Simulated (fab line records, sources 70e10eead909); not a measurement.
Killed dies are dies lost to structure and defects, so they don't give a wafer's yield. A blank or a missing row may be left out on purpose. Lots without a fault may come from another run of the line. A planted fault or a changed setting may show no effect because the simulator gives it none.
One fault seen from 3 desks | flow nand_harc | each desk has only its own numbers; what lay behind them comes last

THE METROLOGY DESK
What the gauges read, lot by lot, whatever tool the lot ran on: means of the sampled wafers that have a number. A lot is out of limits, marked OUT, if its mean lies more than 4 standard deviations from the usual mean; the brackets give that distance.
Columns: A = thk_nm at NHARC_A_SOURCE_PLATE_THK_MEAS_09, usual 9.8 nm; B = thk_nm at NHARC_A_ONON_D1_THK_MEAS_18, usual 999 nm
lot  | first seen here | A    | B
L482 | day 7 13:37     | 9.6  | 1004
L483 | day 8 04:43     | 10.9 | 996
L485 | day 8 14:52     | 8.4  | 993
L486 | day 9 06:33     | 10.4 | 1008
L488 | day 9 22:11     | 10.6 | 1006
L489 | day 10 11:41    | 8.9  | 1011
L490 | day 10 17:32    | 10.9 | 1005
L492 | day 11 20:32    | 9.0  | 997
L493 | day 12 08:08    | 9.5  | 983
L497 | day 13 23:52    | 10.4 | 1007
L499 | day 14 16:59    | 9.9  | 989
L502 | day 15 14:43    | 11.2 | 990
L503 | day 16 02:38    | 9.8  | 998
This desk's finding: nothing out of limits on any of the 13 lots.

THE DEFECT DESK
What the inspections along the route counted, lot by lot: means of the sampled wafers that have a number. A lot is out of limits, marked OUT, if its mean lies more than 4 standard deviations from the usual mean; the brackets give that distance.
Columns: A = raw_defect_count at NHARC_A_ONON_D1_INSPECT_32, usual 70
lot  | first seen here | A
L482 | day 8 20:39     | 80
L483 | day 9 06:41     | 68
L485 | day 9 17:21     | 47
L486 | day 10 09:07    | 99
L488 | day 11 00:20    | 70
L489 | day 11 13:42    | 70
L490 | day 11 19:38    | 83
L492 | day 13 01:28    | 94
L493 | day 13 11:23    | 46
L497 | day 15 02:22    | 70
L499 | day 15 21:16    | 583 (+21) OUT
L502 | day 16 17:05    | 588 (+21) OUT
L503 | day 17 08:07    | 76
This desk's finding: out of limits on L499, L502; first on L499, day 15 21:16 (raw_defect_count at NHARC_A_ONON_D1_INSPECT_32). In limits: L482, L483, L485, L486, L488, L489, L490, L492, L493, L497, L503.

THE TOOL OWNER'S DESK: pecvd-02
The tool's own readings at NHARC_A_ONON_D1_DEP_33 (deposits SiO2, target thk 200 nm): means of the sampled wafers that have a number, for each lot that ran on this tool. A lot is out of limits, marked OUT, if its mean lies more than 4 standard deviations from the usual mean; the brackets give that distance.
Columns: A = heater_power_w at NHARC_A_ONON_D1_DEP_33, usual 551 W; B = throttle_valve_pct at NHARC_A_ONON_D1_DEP_33, usual 16.0 %
lot  | first seen here | A   | B
L482 | day 8 20:09     | 526 | 16.0
L497 | day 15 01:59    | 559 | 16.0
L499 | day 15 20:46    | 471 | 15.9
L502 | day 16 16:37    | 568 | 16.1
This desk's finding: nothing out of limits on any of the 4 lots.

PUT TOGETHER
The defect desk could have raised an alarm at day 15 21:16, on L499, L502.
The metrology desk saw nothing out of limits.
The tool owner's desk saw nothing out of limits.
The metrology desk has L499, L502 on record, within its limits.
The tool owner's desk has L499, L502 on record, within its limits.
Of the lots named, all ran NHARC_A_ONON_D1_DEP_33 on pecvd-02.

WHAT THE SIMULATOR HAD PUT IN
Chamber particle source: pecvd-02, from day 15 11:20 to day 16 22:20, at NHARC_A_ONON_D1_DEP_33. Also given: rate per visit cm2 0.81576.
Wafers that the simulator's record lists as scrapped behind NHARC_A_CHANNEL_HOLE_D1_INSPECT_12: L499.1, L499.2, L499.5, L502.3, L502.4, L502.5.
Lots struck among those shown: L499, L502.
Hours from the fault's start to each desk's first reading out of limits: the defect desk, 10.
